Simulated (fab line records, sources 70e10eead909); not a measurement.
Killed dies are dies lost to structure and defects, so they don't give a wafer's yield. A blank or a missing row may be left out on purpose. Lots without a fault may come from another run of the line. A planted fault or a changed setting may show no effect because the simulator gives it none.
fab line records | flow nand_harc
record lots=5 wafers=15 last_day=22
route steps=1159 shown P_ZERO_WELL@14
lots that met no fault: from a run of the same line without faults
start_h: hours from the record's first day to the start of the lot's first wafer shown | wait_h: hours since the lot's step before | " the same as in the row above | L1.1+2: a row that stands for several wafers | - no value, or no start given | * or withheld: withheld | < > ~ a bound
route shown NAME@n: a module of which the file shows steps, and the number in the route of the first | usual: mean/standard deviation of fault-free wafers | same: alike in all rows | chamber/n: place in a boat | sites: the reading at each site | _std_site: their standard deviation | _edge_site: outer sites' mean less inner sites' | radius_mm: how far each site lies from the wafer's centre | mask NAME#n: copy n | behind: the tool/chamber that last shaped the wafer | hold: why the lot was held/for how many hours/how that ended | device: the transistor (n, p or np) that didn't switch | end of line: the same wafers' tests at the end of the route | a step without rows: its recipe alone | killed: dies lost to structure and defects at the first sort, not the wafer's yield | map: a wafer's dies, x killed, . not, _ none there
set.NAME: the setting as run; set.NAME@STEP: as run at that earlier step | model.NAME: the simulator's own value behind a step, which no gauge read
lots at some steps of the route; a table a step, a row a wafer
services: from which hour (start_h, from the record's first day; less than 0 if before it) a tool's chamber was out of use, for how many hours, and why
## steps
# step NHARC_P_ZERO_WELL_CD_MEAS_11
# recipe target_cd_nm=500 landing_energy_ev=500
# usual cd_nm=499.2/2.5
# columns lot.wafer tool chamber start_h wait_h cd_nm
L849.1 cd_sem-01 0 19.41 - 498.1
L849.5 " 0 " " 496.3
L849.6 " 0 " " 493.4
L851.1 cd_sem-03 0 31.13 - 497.1
L851.4 " 0 " " 501.3
L851.6 " 0 " " 502.4
L852.1 cd_sem-01 0 37.23 - 498.4
L852.2 " 0 " " 500.2
L852.4 " 0 " " 499.4
L854.3 cd_sem-01 0 49.36 - 503.4
L854.4 " 0 " " 499.9
L854.5 " 0 " " 497.2
L863.1 cd_sem-01 0 103.25 - 493.8
L863.4 " 0 " " 500.6
L863.5 " 0 " " 498.1
# step NHARC_P_ZERO_WELL_HARDBAKE_12
# recipe temp_c=118 time_s=65
# step NHARC_P_ZERO_WELL_DESCUM_13
# recipe time_s=3 o2_flow_sccm=200 ar_flow_sccm=0 bias_power_w=0 chemistry=O2
# usual drypump_motor_current_A=5.7/0.4 oes_product_au=0.999/0.011 rf_vpp_V=58.1/0.89 showerhead_plenum_p_Torr=1.95/0.082 throttle_valve_pct=11.311/0.01
# columns lot.wafer tool chamber start_h wait_h drypump_motor_current_A oes_product_au rf_hours_counter_h rf_vpp_V showerhead_plenum_p_Torr throttle_valve_pct
L849.1 rie_diel-01 3 19.56 - 5.9 0.998 3 59.3 2.00 11.325
L849.6 " 3 " " 5.9 0.989 - 58.8 2.00 11.306
L849.5 " 0 " " 6.0 1.003 - 58.1 1.81 11.308
L851.4 rie_diel-01 1 31.29 - 6.2 0.991 4 59.2 1.93 11.316
L851.1 " 0 " " 6.0 1.011 3 57.3 1.81 11.309
L851.6 " 1 " " 6.2 0.994 - 57.7 1.93 11.301
L852.4 rie_diel-03 0 37.39 - 5.5 0.976 12 56.7 2.00 11.293
L852.2 " 1 " " 5.6 1.016 14 58.2 2.05 11.306
L852.1 " 2 " " 5.9 0.997 13 57.8 1.96 11.296
L854.4 rie_diel-03 3 49.52 - 5.8 0.990 0 58.7 1.98 11.312
L854.3 " 1 " " 5.6 1.018 0 58.0 2.05 11.309
L854.5 " 2 " " 5.9 0.994 - 57.6 1.96 11.314
L863.4 rie_diel-01 2 103.42 - 5.2 0.992 9 58.1 2.06 11.333
L863.1 " 3 " " 5.9 0.999 9 57.2 2.00 11.318
L863.5 " 1 " " 6.3 0.996 - 59.5 1.93 11.313
# step NHARC_P_ZERO_WELL_ETCH_65
# recipe target_depth_a=800 overetch_a=240 time_s=87.88 ion_energy_ev=200 n2_flow_sccm=150 h2_flow_sccm=150 ar_flow_sccm=0 rf_w=400 bias_w=150 chemistry=N2/H2
# usual drypump_motor_current_A=5.7/0.4 oes_product_au=1.001/0.012 rf_vpp_V=431.6/2.6 showerhead_plenum_p_Torr=2.08/0.09 throttle_valve_pct=14.171/0.0097
# columns lot.wafer tool chamber start_h wait_h drypump_motor_current_A oes_product_au rf_hours_counter_h rf_vpp_V showerhead_plenum_p_Torr throttle_valve_pct
L849.1 rie_diel-01 0 19.66 0.1 6.0 1.002 3 426.5 1.92 14.179
L849.5 " 2 " " 5.2 0.997 - 434.4 2.21 14.161
L849.6 " 3 " " 5.8 1.006 - 433.6 2.14 14.180
L851.1 rie_diel-01 1 31.38 0.1 6.3 0.988 4 431.0 2.06 14.190
L851.4 " 2 " " 5.2 0.983 4 432.7 2.21 14.173
L851.6 " 1 " " 6.3 0.987 - 432.3 2.06 14.174
L852.2 rie_diel-03 3 37.47 0.1 5.8 1.006 13 432.7 2.11 14.160
L852.4 " 0 " " 5.5 0.979 12 433.0 2.13 14.165
L852.1 " 1 " " 5.5 1.024 14 432.4 2.19 14.169
L854.4 rie_diel-03 2 49.60 0.1 5.9 0.994 0 432.2 2.09 14.179
L854.3 " 0 " " 5.4 1.011 0 434.2 2.13 14.157
L854.5 " 2 " " 5.9 0.990 - 431.9 2.09 14.158
L863.1 rie_diel-01 3 103.50 0.1 5.9 0.991 9 434.0 2.13 14.171
L863.4 " 0 " " 6.0 1.013 9 426.1 1.92 14.164
L863.5 " 3 " " 5.9 1.001 - 431.4 2.14 14.163
# step NHARC_P_ZERO_WELL_ETCH_62
# recipe target_depth_a=130 time_s=6.5 chf3_flow_sccm=50 ar_flow_sccm=200 rf_w=500 bias_w=200 chemistry=CHF3/Ar
# usual drypump_motor_current_A=5.7/0.4 oes_product_au=0.964/0.019 rf_vpp_V=371.4/2.2 showerhead_plenum_p_Torr=2.38/0.096 throttle_valve_pct=20.216/0.0092
# columns lot.wafer tool chamber start_h wait_h drypump_motor_current_A oes_product_au rf_hours_counter_h rf_vpp_V showerhead_plenum_p_Torr throttle_valve_pct
L849.1 rie_diel-01 1 - - 6.3 0.921 2 372.4 2.36 20.222
L849.6 " 2 " " 5.2 0.927 - 373.5 2.52 20.216
L849.5 " 3 " " 5.9 0.928 - 373.8 2.45 20.216
L851.4 rie_diel-01 2 - - 5.2 0.957 4 374.2 2.52 20.221
L851.1 " 0 " " 6.0 0.996 3 367.0 2.22 20.218
L851.6 " 3 " " 5.9 0.972 - 373.3 2.45 20.210
L852.4 rie_diel-03 1 - - 5.6 0.984 14 374.8 2.51 20.221
L852.2 " 2 " " 5.9 0.988 13 370.5 2.39 20.218
L852.1 " 3 " " 5.8 0.983 13 372.9 2.42 20.204
L854.4 rie_diel-03 1 - - 5.6 1.008 0 373.6 2.51 20.227
L854.3 " 2 " " 5.8 0.963 0 371.9 2.39 20.223
L854.5 " 3 " " 5.8 0.981 - 372.4 2.42 20.209
L863.1 rie_diel-01 1 - - 6.2 0.974 9 371.5 2.36 20.220
L863.4 " 3 " " 5.9 0.981 9 373.1 2.45 20.233
L863.5 " 1 " " 6.3 0.966 - 371.2 2.36 20.223
# step NHARC_P_ZERO_WELL_ETCH_63
# recipe target_depth_a=1200 time_s=40.1 hbr_flow_sccm=150 cl2_flow_sccm=50 rf_w=400 icp_w=400 bias_w=100 chemistry=HBr/Cl2
# usual drypump_motor_current_A=6.0/0.33 oes_product_au=1.000/0.011 throttle_valve_pct=26.404/0.009
# columns lot.wafer tool chamber start_h wait_h drypump_motor_current_A oes_product_au rf_hours_counter_h throttle_valve_pct
L849.1 rie_si-04 0 19.85 - 6.3 1.005 0.8 26.410
L849.5 " 2 " " 5.8 1.006 - 26.407
L849.6 " 3 " " 5.5 0.976 - 26.401
L851.1 rie_si-04 1 31.57 - 6.1 0.981 1.0 26.404
L851.4 " 3 " " 5.6 0.975 1.0 26.411
L851.6 " 1 " " 6.0 0.986 - 26.396
L852.4 rie_si-04 1 37.65 - 6.0 0.984 1.1 26.407
L852.1 " 2 " " 5.8 0.998 1.2 26.412
L852.2 " 0 " " 6.2 0.999 1.0 26.405
L854.3 rie_si-05 0 49.77 - 6.5 1.007 1.2 26.410
L854.4 " 2 " " 6.2 0.989 1.0 26.413
L854.5 " 1 " " 5.4 1.012 - 26.405
L863.1 rie_si-03 0 103.66 - 6.0 1.014 1.0 26.396
L863.4 " 2 " " 5.8 0.988 1.1 26.403
L863.5 " 1 " " 6.2 1.028 - 26.397
# step NHARC_P_ZERO_WELL_STRIP_15
# recipe time_s=900 temp_c=130 chemistry=SPM
# step NHARC_P_ZERO_WELL_DEHYDRATE_16
# recipe temp_c=150 time_s=120
# step NHARC_P_ZERO_WELL_HMDS_17
# recipe time_s=30
# step NHARC_P_ZERO_WELL_COAT_18
# recipe spin_rpm=withheld
# step NHARC_P_ZERO_WELL_SOFTBAKE_19
# recipe temp_c=122 time_s=95
# step NHARC_P_ZERO_WELL_EBR_20
# step NHARC_P_ZERO_WELL_EXPOSE_21
# recipe na=0.6 target_cd_nm=720 dose_mj=22.31 mask_id=P_NWELL
# usual exposure_dose_mJ_cm2=22.308/0.025 reticle_temp_C=22.98/0.098
# columns lot.wafer tool chamber start_h wait_h mask exposure_dose_mJ_cm2 reticle_temp_C
L849.1 krf_scanner-04 0 20.59 - P_NWELL#0 22.328 22.99
L849.5 " 0 " " P_NWELL#0 22.323 22.93
L849.6 " 0 " " P_NWELL#0 22.315 23.00
L851.1 krf_scanner-01 0 32.32 - P_NWELL#0 22.325 23.09
L851.4 " 0 " " P_NWELL#0 22.337 22.99
L851.6 " 0 " " P_NWELL#0 22.353 22.95
L852.1 krf_scanner-04 0 38.44 - P_NWELL#0 22.316 22.95
L852.2 " 0 " " P_NWELL#0 22.302 22.72
L852.4 " 0 " " P_NWELL#0 22.322 22.96
L854.3 krf_scanner-04 0 50.42 - P_NWELL#0 22.310 23.02
L854.4 " 0 " " P_NWELL#0 22.286 23.05
L854.5 " 0 " " P_NWELL#0 22.315 22.83
L863.1 krf_scanner-04 0 104.31 - P_NWELL_R1#0 22.283 23.07
L863.4 " 0 " " P_NWELL_R1#0 22.306 23.10
L863.5 " 0 " " P_NWELL_R1#0 22.262 23.05
# step NHARC_P_ZERO_WELL_PEB_22
# recipe peb_temp_c=118 peb_time_s=85
# step NHARC_P_ZERO_WELL_DEVELOP_23
# recipe time_s=70
# step NHARC_P_ZERO_WELL_CD_MEAS_24
# recipe target_cd_nm=720 landing_energy_ev=500
# usual cd_nm=720.3/1.7
# columns lot.wafer tool chamber start_h wait_h cd_nm
L849.1 cd_sem-02 0 20.76 - 724.1
L849.5 " 0 " " 719.5
L849.6 " 0 " " 722.0
L851.1 cd_sem-02 0 32.48 - 720.0
L851.4 " 0 " " 717.7
L851.6 " 0 " " 718.3
L852.1 cd_sem-01 0 38.60 - 721.4
L852.2 " 0 " " 719.0
L852.4 " 0 " " 719.5
L854.3 cd_sem-01 0 50.57 - 722.4
L854.4 " 0 " " 721.1
L854.5 " 0 " " 718.7
L863.1 cd_sem-01 0 104.46 - 696.2
L863.4 " 0 " " 695.2
L863.5 " 0 " " 698.2
# step NHARC_P_ZERO_WELL_HARDBAKE_25
# recipe temp_c=125 time_s=80
# step NHARC_P_ZERO_WELL_DESCUM_26
# recipe time_s=3 o2_flow_sccm=200 ar_flow_sccm=0 bias_power_w=0 chemistry=O2
# usual drypump_motor_current_A=5.7/0.4 oes_product_au=1.000/0.012 rf_vpp_V=57.9/0.92 showerhead_plenum_p_Torr=1.95/0.078 throttle_valve_pct=11.311/0.0095
# columns lot.wafer tool chamber start_h wait_h drypump_motor_current_A oes_product_au rf_hours_counter_h rf_vpp_V showerhead_plenum_p_Torr throttle_valve_pct model.P_ZERO_WELL.cd_nm
L849.1 rie_diel-01 0 20.92 - 6.0 1.013 3 58.2 1.81 11.324 724.3
L849.5 " 0 " " 6.0 0.999 - 57.2 1.81 11.313 719.5
L849.6 " 1 " " 6.2 0.981 - 58.0 1.93 11.299 721.1
L851.1 rie_diel-01 0 32.64 - 6.0 1.001 3 57.7 1.81 11.315 720.3
L851.4 " 3 " " 5.9 0.996 4 59.2 2.00 11.299 717.2
L851.6 " 0 " " 6.0 1.001 - 58.0 1.81 11.310 718.7
L852.4 rie_diel-02 0 38.76 - 5.7 0.985 2 58.8 2.02 11.302 718.2
L852.2 " 1 " " 6.1 0.986 4 58.6 1.88 11.298 719.6
L852.1 " 3 " " 4.8 0.983 3 59.4 1.89 11.301 722.2
L854.3 rie_diel-01 1 50.73 - 6.3 0.977 5 57.5 1.93 11.296 721
L854.4 " 3 " " 5.9 0.998 6 59.9 2.00 11.327 720.7
L854.5 " 1 " " 6.3 1.002 - 56.5 1.93 11.313 717.7
L863.4 rie_diel-01 3 104.64 - 5.9 0.996 9 58.8 2.00 11.313 693.9
L863.1 " 0 " " 6.0 1.010 9 56.7 1.81 11.312 696.9
L863.5 " 3 " " 5.9 1.004 - 57.7 2.00 11.320 697.3
# step NHARC_P_ZERO_WELL_IMPLANT_27
# recipe energy_kev=600 dose_cm2=1e+13 tilt_deg=7
## services
# columns tool chamber start_h hours kind
krf_scanner-04 - -1.48 0.2 repair
krf_scanner-01 - 0.24 0.5 repair
rie_diel-03 2 5.34 2.9 repair
rie_diel-02 - 8.53 0.6 repair
rie_diel-01 2 11.19 1.2 repair
krf_scanner-04 - 15.52 3.4 repair
rie_si-04 3 18.00 0.9 repair
rie_diel-01 0 18.80 - clean
rie_diel-01 1 18.80 - clean
rie_diel-01 2 18.80 - clean
rie_diel-01 3 18.80 - clean
rie_diel-02 0 25.75 11.2 repair
rie_diel-03 - 38.30 9.0 pm
rie_diel-01 0 43.30 - clean
rie_diel-01 1 43.30 - clean
rie_si-04 1 43.94 4.7 repair
krf_scanner-01 - 46.63 10.8 repair
rie_diel-02 2 53.72 4.6 repair
rie_si-05 - 62.00 9.0 pm
rie_si-03 0 74.31 14.8 repair
krf_scanner-01 - 84.00 4.0 pm
rie_diel-02 1 85.22 6.8 repair
krf_scanner-01 - 95.86 1.9 repair
rie_si-04 - 99.00 9.0 pm
## key
first_sign step=NHARC_P_ZERO_WELL_EXPOSE_21 reading=mask direction=changed
effect step=NHARC_P_ZERO_WELL_CD_MEAS_24 reading=cd_nm direction=down sigmas=14 usual=720.3 struck=696.5
model_effect step=NHARC_P_ZERO_WELL_DESCUM_26 value=P_ZERO_WELL.cd_nm without=718.9 struck=696
met_at NHARC_P_ZERO_WELL_EXPOSE_21
struck_wafers L863.1,L863.4,L863.5
tester_left_out L863
onset_between 50.42 104.31
fault kind=wrong_mask tool=any chamber=- onset_h=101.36 steps=NHARC_P_ZERO_WELL_EXPOSE_21 aux_copy=P_NWELL_R1#0 cd_offset_nm=-22.882 scope=struck_lots_only
# tester_left_out: of these lots the tester's yield and bins aren't shown, on N5 and GAA mostly nor the transistor test; their killed dies are dies lost to structure and defects alone, not to doping, threshold or leakage, so they don't give the yield
